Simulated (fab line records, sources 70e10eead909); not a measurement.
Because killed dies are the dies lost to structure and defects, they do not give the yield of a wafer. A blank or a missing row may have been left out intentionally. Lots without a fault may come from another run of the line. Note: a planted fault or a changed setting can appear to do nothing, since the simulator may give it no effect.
What tool caused it? / flow nandHarc / 36 wafers from 12 lots sampled at 2 of the route's 1302 steps

## WHAT THE GAUGES SHOWED, per wafer
NHARC_P_STI_OCD_MEAS_43.
lot=L075; measured=day 3 10:03; on=ocd-02; trenchDepthNm (nm)=295 298 296
lot=L077; measured=day 4 02:53; on=ocd-02; trenchDepthNm (nm)=297 303 300
lot=L079; measured=day 4 21:39; on=ocd-02; trenchDepthNm (nm)=302 300 292
lot=L081; measured=day 5 19:02; on=ocd-02; trenchDepthNm (nm)=291 300 298
lot=L083; measured=day 6 16:07; on=ocd-01; trenchDepthNm (nm)=298 299 294
lot=L085; measured=day 7 11:18; on=ocd-01; trenchDepthNm (nm)=296 293 303
lot=L087; measured=day 8 06:49; on=ocd-02; trenchDepthNm (nm)=296 303 295
lot=L089; measured=day 9 04:49; on=ocd-02; trenchDepthNm (nm)=300 293 300
lot=L091; measured=day 9 22:20; on=ocd-02; trenchDepthNm (nm)=297 296 300
lot=L093; measured=day 10 23:42; on=ocd-01; trenchDepthNm (nm)=302 296 297
lot=L095; measured=day 11 14:37; on=ocd-02; trenchDepthNm (nm)=292 305 292
lot=L097; measured=day 12 17:43; on=ocd-02; trenchDepthNm (nm)=306 297 299

## TOOL THAT RAN EACH LOT (tool first, then ch and the chambers of the sampled wafers, then the start)
lot=L075; NHARC_P_STI_ETCH_31=rieDiel-03 ch 1,2,3, day 3 10:03 or earlier
lot=L077; NHARC_P_STI_ETCH_31=rieDiel-06 ch 0,1,3, day 4 02:53 or earlier
lot=L079; NHARC_P_STI_ETCH_31=rieDiel-01 ch 0,1,2, day 4 21:39 or earlier
lot=L081; NHARC_P_STI_ETCH_31=rieDiel-06 ch 2,3, day 5 19:02 or earlier
lot=L083; NHARC_P_STI_ETCH_31=rieDiel-03 ch 0,1,2, day 6 16:07 or earlier
lot=L085; NHARC_P_STI_ETCH_31=rieDiel-01 ch 0,2,3, day 7 11:18 or earlier
lot=L087; NHARC_P_STI_ETCH_31=rieDiel-03 ch 0,2,3, day 8 06:49 or earlier
lot=L089; NHARC_P_STI_ETCH_31=rieDiel-06 ch 1,2, day 9 04:49 or earlier
lot=L091; NHARC_P_STI_ETCH_31=rieDiel-01 ch 1,2,3, day 9 22:20 or earlier
lot=L093; NHARC_P_STI_ETCH_31=rieDiel-01 ch 0,2, day 10 23:42 or earlier
lot=L095; NHARC_P_STI_ETCH_31=rieDiel-03 ch 1,2,3, day 11 14:37 or earlier
lot=L097; NHARC_P_STI_ETCH_31=rieDiel-03 ch 1,3, day 12 17:43 or earlier
- NHARC_P_STI_ETCH_31: etches the open film in CF4/CHF3, target depth 108.9 nm, time 54.5 s.

## THE ANSWER, worked out from the rows above alone
Rule: usual is defined by the lots themselves. Put in order of their means at a reading, lots are off if they are a third of the lots or fewer, leave a main group of 4 or more, and stand apart from it by a gap of 3 or more times the standard deviation of the main group's means; of several such gaps the widest counts. The tables above print the reading to a certain number of digits; a main group whose means all agree to those digits is not used. A lot without any number at a reading at which 4 lots or more have one is off too. Where the step has rows for the other lots, those lots are counted as sound.
No lot is off at any reading shown: from this, nothing can be told.

## WHAT THE SIMULATOR PUT IN
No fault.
